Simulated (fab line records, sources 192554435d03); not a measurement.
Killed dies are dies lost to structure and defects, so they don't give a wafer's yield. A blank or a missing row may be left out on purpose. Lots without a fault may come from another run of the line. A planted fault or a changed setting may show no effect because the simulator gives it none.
Chamber matching | flow n5_finfet | N5_DUMMY_GATE_ETCH_32 on rie_si-05: 4 sister chambers
The step etches SiO2 in CF4, target depth 3.5 nm, time 3.9 s. 16 wafers are shown with their chamber, then 8 later ones without.

WAFERS WITH THEIR CHAMBER
wafer  | chamber | throttle_valve_pct (%) | drypump_motor_current_A (A) | oes_product_au (a.u.)
L078.1 | 0       | 21.66                  | 6.0                         | 1.024
L078.3 | 2       | 22.01                  | 5.7                         | 1.013
L078.4 | 1       | 22.09                  | 5.7                         | 0.982
L079.2 | 2       | 22.00                  | 5.7                         | 1.014
L079.5 | 3       | 21.77                  | 5.7                         | 1.008
L079.6 | 0       | 21.67                  | 6.0                         | 1.030
L080.2 | 1       | 22.07                  | 5.7                         | 0.969
L080.3 | 0       | 21.67                  | 6.0                         | 1.022
L080.6 | 3       | 21.77                  | 5.8                         | 0.994
L082.2 | 0       | 21.67                  | 6.0                         | 1.034
L082.4 | 3       | 21.76                  | 5.8                         | 1.011
L082.5 | 1       | 22.07                  | 5.7                         | 0.976
L089.3 | 1       | 22.07                  | 5.7                         | 0.976
L089.4 | 0       | 21.65                  | 6.0                         | 1.021
L089.5 | 2       | 22.01                  | 5.7                         | 1.011
L094.1 | 2       | 22.01                  | 5.7                         | 1.016

SIGNATURES (means of the wafers above)
reading                 | chamber 0 | chamber 1 | chamber 2 | chamber 3 | scatter within a chamber
throttle_valve_pct      | 21.6640   | 22.0750   | 22.0075   | 21.7667   | 0.00797
drypump_motor_current_A | 6.000     | 5.700     | 5.700     | 5.767     | 0.0236
oes_product_au          | 1.02620   | 0.97575   | 1.01350   | 1.00433   | 0.00568
Rule: a wafer's distance from a chamber is the root of the sum, over the readings, of the square of ((its reading less the chamber's mean) divided by the reading's scatter). The wafer belongs to the nearest chamber; if the next one is less than 2 further off, it can't be placed. The scatter: the root of (the sum of the squares of (reading less its chamber's mean) over the shown wafers, divided by (wafers less chambers)).

WAFERS WITHOUT THEIR CHAMBER
wafer  | throttle_valve_pct (%) | drypump_motor_current_A (A) | oes_product_au (a.u.)
L094.2 | 21.78                  | 5.8                         | 1.006
L094.3 | 22.08                  | 5.7                         | 0.977
L096.4 | 21.68                  | 6.0                         | 1.038
L096.5 | 22.03                  | 5.7                         | 1.013
L096.6 | 21.77                  | 5.7                         | 1.011
L097.1 | 21.78                  | 5.8                         | 1.008
L097.3 | 22.08                  | 5.7                         | 0.980
L097.6 | 21.77                  | 5.8                         | 1.006

WHICH CHAMBER EACH WENT THROUGH
wafer  | from the rows above | in truth
L094.2 | 3                   | 3
L094.3 | 1                   | 1
L096.4 | 0                   | 0
L096.5 | 2                   | 2
L096.6 | 3                   | 3
L097.1 | 3                   | 3
L097.3 | 1                   | 1
L097.6 | 3                   | 3
Placed correctly: 8 of 8. Can't be placed from these rows: 0. Placed wrongly: 0.
